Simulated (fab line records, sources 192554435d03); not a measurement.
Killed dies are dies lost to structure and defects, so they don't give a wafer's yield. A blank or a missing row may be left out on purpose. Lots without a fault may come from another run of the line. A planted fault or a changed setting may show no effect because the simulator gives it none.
Chamber matching | flow n5_finfet | N5_BEOL_M7_ALD_77 on ald_metal-02: 3 sister chambers
The step deposits TaN, target thk 2 nm, pulse time 2 s, purge time 3 s. 3 wafers are shown with their chamber, then 12 later ones without.

WAFERS WITH THEIR CHAMBER
wafer  | chamber | heater_power_outer_w (W)
L092.6 | 3       | 200
L093.2 | 1       | 243
L093.5 | 2       | 220

WAFERS WITHOUT THEIR CHAMBER
wafer  | heater_power_outer_w (W)
L094.1 | 218
L094.4 | 224
L094.6 | 202
L095.2 | 241
L095.4 | 198
L095.5 | 241
L096.1 | 200
L096.4 | 217
L096.5 | 236
L097.3 | 229
L097.4 | 200
L097.5 | 227

WHICH CHAMBER EACH WENT THROUGH
wafer  | from the rows above     | in truth
L094.1 | 2                       | 2
L094.4 | 2                       | 2
L094.6 | 3                       | 3
L095.2 | 1                       | 1
L095.4 | 3                       | 3
L095.5 | 1                       | 1
L096.1 | 3                       | 3
L096.4 | 2                       | 2
L096.5 | 1                       | 1
L097.3 | can't be placed: 2 or 1 | 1
L097.4 | 3                       | 3
L097.5 | 2                       | 2
Placed correctly: 11 of 12. Can't be placed from these rows: 1 (the true chamber is among the candidates in 1). Placed wrongly: 0.
How it was worked out, from the rows above alone: a wafer's distance from a chamber is the root of the sum, over the readings, of the square of ((its reading less the chamber's mean) divided by the reading's scatter). The wafer belongs to the nearest chamber; if the next one is less than 2 further off, it can't be placed. A chamber's mean is the mean of its shown wafers. The scatter: with one shown wafer a chamber, the root of the mean of the squares of how far each hidden wafer lies from its nearest shown one.
